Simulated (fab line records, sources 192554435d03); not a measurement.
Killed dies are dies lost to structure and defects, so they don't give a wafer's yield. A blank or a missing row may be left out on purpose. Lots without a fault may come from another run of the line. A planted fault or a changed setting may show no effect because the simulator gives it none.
Chamber matching | flow n5_finfet | N5_MOL_CONTACT_COAG_ALD_133 on ald_sin-04: 3 sister chambers
The step deposits SiO2, target thk 5 nm, pulse time 1 s, co reactant pulse time 1 s. 3 wafers are shown with their chamber, then 6 later ones without.

WAFERS WITH THEIR CHAMBER
wafer  | chamber | heater_power_w (W)
L734.6 | 2       | 82
L736.1 | 3       | 81
L736.2 | 1       | 67

WAFERS WITHOUT THEIR CHAMBER
wafer  | heater_power_w (W)
L736.5 | 82
L738.2 | 83
L738.5 | 82
L738.6 | 79
L737.1 | 67
L737.6 | 67

WHICH CHAMBER EACH WENT THROUGH
wafer  | from the rows above     | in truth
L736.5 | can't be placed: 2 or 3 | 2
L738.2 | can't be placed: 2 or 3 | 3
L738.5 | can't be placed: 2 or 3 | 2
L738.6 | can't be placed: 3 or 2 | 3
L737.1 | 1                       | 1
L737.6 | 1                       | 1
Placed correctly: 2 of 6. Can't be placed from these rows: 4 (the true chamber is among the candidates in 4). Placed wrongly: 0.
How it was worked out, from the rows above alone: a wafer's distance from a chamber is the root of the sum, over the readings, of the square of ((its reading less the chamber's mean) divided by the reading's scatter). The wafer belongs to the nearest chamber; if the next one is less than 2 further off, it can't be placed. A chamber's mean is the mean of its shown wafers. The scatter: with one shown wafer a chamber, the root of the mean of the squares of how far each hidden wafer lies from its nearest shown one.
